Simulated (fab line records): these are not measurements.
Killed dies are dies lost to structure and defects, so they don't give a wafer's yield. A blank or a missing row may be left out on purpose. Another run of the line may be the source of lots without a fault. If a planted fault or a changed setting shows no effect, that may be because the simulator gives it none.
Matching of chambers || flow nand-harc || cmp-02 running NHARC_P_M0_CMP_23: 4 sister chambers
The step polishes, t overpolish 20 s, target thk 117.54 nm. 4 wafers are shown with their chamber, then 10 later ones without.

== EACH WAFER AND ITS CHAMBER ==
{"wafer": "L086.5", "chamber": 1, "motor-current-A (A)": 14.6}
{"wafer": "L086.6", "chamber": 2, "motor-current-A (A)": 11.0}
{"wafer": "L092.1", "chamber": 0, "motor-current-A (A)": 12.1}
{"wafer": "L092.3", "chamber": 3, "motor-current-A (A)": 13.5}

== WAFERS WITH NO CHAMBER GIVEN ==
{"wafer": "L092.5", "motor-current-A (A)": 10.8}
{"wafer": "L093.3", "motor-current-A (A)": 13.3}
{"wafer": "L093.4", "motor-current-A (A)": 12.7}
{"wafer": "L093.5", "motor-current-A (A)": 14.3}
{"wafer": "L094.3", "motor-current-A (A)": 12.7}
{"wafer": "L094.5", "motor-current-A (A)": 11.3}
{"wafer": "L094.6", "motor-current-A (A)": 13.5}
{"wafer": "L095.1", "motor-current-A (A)": 11.0}
{"wafer": "L095.2", "motor-current-A (A)": 13.5}
{"wafer": "L095.6", "motor-current-A (A)": 13.7}

== WHICH CHAMBER EACH WENT THROUGH ==
{"wafer": "L092.5", "from the rows above": 2, "in truth": 2}
{"wafer": "L093.3", "from the rows above": 3, "in truth": 3}
{"wafer": "L093.4", "from the rows above": "can't be placed: 0 or 3", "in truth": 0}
{"wafer": "L093.5", "from the rows above": "can't be placed: 1 or 3", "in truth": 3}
{"wafer": "L094.3", "from the rows above": "can't be placed: 0 or 3", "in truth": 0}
{"wafer": "L094.5", "from the rows above": "can't be placed: 2 or 0", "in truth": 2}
{"wafer": "L094.6", "from the rows above": 3, "in truth": 3}
{"wafer": "L095.1", "from the rows above": 2, "in truth": 2}
{"wafer": "L095.2", "from the rows above": 3, "in truth": 3}
{"wafer": "L095.6", "from the rows above": 3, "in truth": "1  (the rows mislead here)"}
Placed correctly: 5 of 10. From these rows, 4 cannot be placed; in 4 the true chamber is one of the candidates. Number placed wrongly: 1.
How it was worked out, from the rows above alone: a wafer's distance from a chamber is the root of the sum, over the readings, of the square of ((its reading less the chamber's mean) divided by the reading's scatter). The wafer belongs to the nearest chamber; if the next one is less than 2 further off, it can't be placed. A chamber's mean is the mean of its shown wafers. The scatter (one wafer shown for each chamber): square how far every hidden wafer sits from the nearest shown wafer, average those squares and take the square root.
